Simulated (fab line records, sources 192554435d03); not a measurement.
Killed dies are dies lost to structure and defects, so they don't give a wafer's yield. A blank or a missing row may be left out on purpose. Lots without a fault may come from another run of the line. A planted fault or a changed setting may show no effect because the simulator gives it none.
Which tool did it? | flow n5_finfet | 24 lots, 72 wafers sampled, at 3 steps of a route of 1938

WHAT THE GAUGES READ, wafer by wafer
N5_BEOL_M6_CD_MEAS_11: target cd 38.5 nm.
lot  | measured     | on        | cd_nm (nm)
L074 | day 8 22:23  | cd_sem-02 | 39.0 39.4 38.5
L075 | day 8 22:26  | cd_sem-01 | 39.2 39.0 39.2
L076 | day 8 22:55  | cd_sem-02 | 39.5 39.3 39.0
L077 | day 9 12:05  | cd_sem-02 | 38.6 39.2 38.2
L078 | day 9 16:56  | cd_sem-03 | 38.8 38.4 38.1
L080 | day 9 22:14  | cd_sem-03 | 39.1 39.5 38.2
L079 | day 10 01:50 | cd_sem-02 | 38.4 38.3 37.7
L081 | day 10 09:10 | cd_sem-02 | 38.6 38.7 39.2
L083 | day 10 21:37 | cd_sem-01 | 39.4 38.5 38.3
L082 | day 10 21:56 | cd_sem-02 | 39.9 38.3 39.3
L084 | day 11 00:46 | cd_sem-02 | 39.3 39.5 37.7
L085 | day 11 07:59 | cd_sem-01 | 40.2 38.5 39.0
L086 | day 11 23:41 | cd_sem-02 | 37.8 37.6 37.1
L087 | day 12 07:38 | cd_sem-03 | 39.5 39.1 39.0
L089 | day 13 02:02 | cd_sem-03 | 37.9 39.6 39.3
L088 | day 13 10:15 | cd_sem-01 | 39.5 38.9 40.0
L090 | day 13 15:34 | cd_sem-01 | 38.1 37.9 38.3
L091 | day 13 15:51 | cd_sem-01 | 38.2 38.3 38.7
L093 | day 13 19:29 | cd_sem-02 | 39.1 38.8 38.6
L092 | day 13 20:44 | cd_sem-03 | 38.8 37.8 39.8
L094 | day 14 03:23 | cd_sem-01 | 37.9 39.0 38.4
L095 | day 14 11:11 | cd_sem-02 | 37.9 37.8 38.2
L097 | day 14 19:31 | cd_sem-03 | 39.8 39.6 38.7
L096 | day 15 00:47 | cd_sem-01 | 38.4 40.5 38.8

WHICH TOOL RAN EACH LOT (tool, then ch and the chambers of the sampled wafers, then the start)
lot  | N5_BEOL_M5_PRE_CLEAN_77          | N5_BEOL_M6_CURE_74
L074 | cvd_co-02 ch 0,1,2, day 8 15:46  | uv_cure-03 ch 0, day 8 16:20
L075 | cvd_co-01 ch 1,2, day 8 19:51    | uv_cure-01 ch 1, day 8 20:25
L076 | cvd_co-02 ch 0,1, day 8 21:26    | uv_cure-03 ch 2, day 8 21:52
L077 | cvd_co-01 ch 0,2, day 9 09:53    | uv_cure-03 ch 0, day 9 10:23
L078 | cvd_co-01 ch 1,2, day 9 14:14    | uv_cure-03 ch 1, day 9 14:38
L080 | cvd_co-01 ch 0,1,2, day 9 20:43  | uv_cure-01 ch 2, day 9 21:05
L079 | cvd_co-01 ch 1,2, day 9 22:53    | uv_cure-01 ch 0, day 9 23:16
L081 | cvd_co-02 ch 0,1,2, day 10 06:37 | uv_cure-02 ch 1, day 10 07:03
L083 | cvd_co-02 ch 0,1,2, day 10 17:47 | uv_cure-01 ch 0, day 10 18:18
L082 | cvd_co-01 ch 0,1, day 10 18:27   | uv_cure-02 ch 0, day 10 18:48
L084 | cvd_co-02 ch 0,1,2, day 10 22:35 | uv_cure-03 ch 2, day 10 23:05
L085 | cvd_co-02 ch 0,1,2, day 11 06:26 | uv_cure-03 ch 1, day 11 06:47
L086 | cvd_co-02 ch 0,1, day 11 19:25   | uv_cure-01 ch 0, day 11 20:46
L087 | cvd_co-01 ch 0,2, day 12 05:45   | uv_cure-03 ch 0, day 12 06:06
L089 | cvd_co-02 ch 1,2, day 13 00:12   | uv_cure-01 ch 0, day 13 00:43
L088 | cvd_co-01 ch 1,2, day 13 06:50   | uv_cure-02 ch 0, day 13 07:14
L090 | cvd_co-01 ch 0,2, day 13 10:08   | uv_cure-01 ch 2, day 13 10:29
L091 | cvd_co-01 ch 0,1,2, day 13 11:15 | uv_cure-02 ch 0, day 13 11:41
L093 | cvd_co-01 ch 0,2, day 13 17:18   | uv_cure-03 ch 2, day 13 17:41
L092 | cvd_co-01 ch 1,2, day 13 19:02   | uv_cure-01 ch 0, day 13 19:25
L094 | cvd_co-02 ch 0,2, day 14 01:55   | uv_cure-03 ch 2, day 14 02:27
L095 | cvd_co-02 ch 1,2, day 14 09:20   | uv_cure-02 ch 0, day 14 09:43
L097 | cvd_co-02 ch 0,2, day 14 17:11   | uv_cure-02 ch 1, day 14 17:42
L096 | cvd_co-01 ch 1,2, day 14 19:37   | uv_cure-01 ch 0, day 14 19:58
- N5_BEOL_M5_PRE_CLEAN_77: time 15 s.
- N5_BEOL_M6_CURE_74: cures SiCOH lowk, time 240 s.

WHAT THE TOOLS THEMSELVES READ (means of the sampled wafers that have a number; where no wafer has one, the mark that the record gives instead)
N5_BEOL_M5_PRE_CLEAN_77.
lot  | tool      | heater_power_outer_w (W) | heater_power_w (W)
L074 | cvd_co-02 | 12                       | 67
L075 | cvd_co-01 | 26                       | 97
L076 | cvd_co-02 | 15                       | 72
L077 | cvd_co-01 | 29                       | 105
L078 | cvd_co-01 | 26                       | 100
L080 | cvd_co-01 | 22                       | 91
L079 | cvd_co-01 | 26                       | 99
L081 | cvd_co-02 | 12                       | 68
L083 | cvd_co-02 | 12                       | 68
L082 | cvd_co-01 | 18                       | 85
L084 | cvd_co-02 | 12                       | 67
L085 | cvd_co-02 | 12                       | 68
L086 | cvd_co-02 | 21                       | 87
L087 | cvd_co-01 | 25                       | 100
L089 | cvd_co-02 | 4                        | 49
L088 | cvd_co-01 | 19                       | 87
L090 | cvd_co-01 | 25                       | 100
L091 | cvd_co-01 | 22                       | 93
L093 | cvd_co-01 | 30                       | 108
L092 | cvd_co-01 | 26                       | 101
L094 | cvd_co-02 | 18                       | 82
L095 | cvd_co-02 | 7                        | 53
L097 | cvd_co-02 | 9                        | 65
L096 | cvd_co-01 | 19                       | 86

N5_BEOL_M6_CURE_74.
lot  | tool       | lamp_power_pct (%) | wafer_temp_C_max
L074 | uv_cure-03 | 52.30              | 387.0
L075 | uv_cure-01 | 52.31              | 387.1
L076 | uv_cure-03 | 52.33              | 387.6
L077 | uv_cure-03 | 52.29              | 387.6
L078 | uv_cure-03 | 52.35              | 385.8
L080 | uv_cure-01 | 52.32              | 387.6
L079 | uv_cure-01 | 52.37              | 386.3
L081 | uv_cure-02 | 52.32              | 386.3
L083 | uv_cure-01 | 52.31              | 386.5
L082 | uv_cure-02 | 52.29              | 388.3
L084 | uv_cure-03 | 52.36              | 387.1
L085 | uv_cure-03 | 52.27              | 385.9
L086 | uv_cure-01 | 52.32              | 386.2
L087 | uv_cure-03 | 52.32              | 387.3
L089 | uv_cure-01 | 52.33              | 385.9
L088 | uv_cure-02 | 52.27              | 387.9
L090 | uv_cure-01 | 52.30              | 387.5
L091 | uv_cure-02 | 52.32              | 387.5
L093 | uv_cure-03 | 52.31              | 387.6
L092 | uv_cure-01 | 52.29              | 386.2
L094 | uv_cure-03 | 52.31              | 388.0
L095 | uv_cure-02 | 52.29              | 388.7
L097 | uv_cure-02 | 52.30              | 386.1
L096 | uv_cure-01 | 52.33              | 386.3

THE ANSWER, worked out from the rows above alone
Rule: what is usual is taken from the lots themselves. Put in order of their means at a reading, lots are off if they are a third of the lots or fewer, leave a main group of 4 or more, and stand apart from it by a gap of 3 or more times the standard deviation of the main group's means; of several such gaps the widest counts. A main group whose means are all the same, to the digits that the tables above print for the reading, isn't used. A lot without any number at a reading at which 4 lots or more have one is off too. The other lots that the step has rows for count as sound. The gauges are gone through in route order, then the tools' own readings, and for those a lot's mean is taken as printed above. The first step at which some lot is off is used, and at that step the reading that is off furthest; a lot without a number counts as furthest.
No lot is off at any reading shown: from this, nothing can be told.

WHAT THE SIMULATOR HAD PUT IN
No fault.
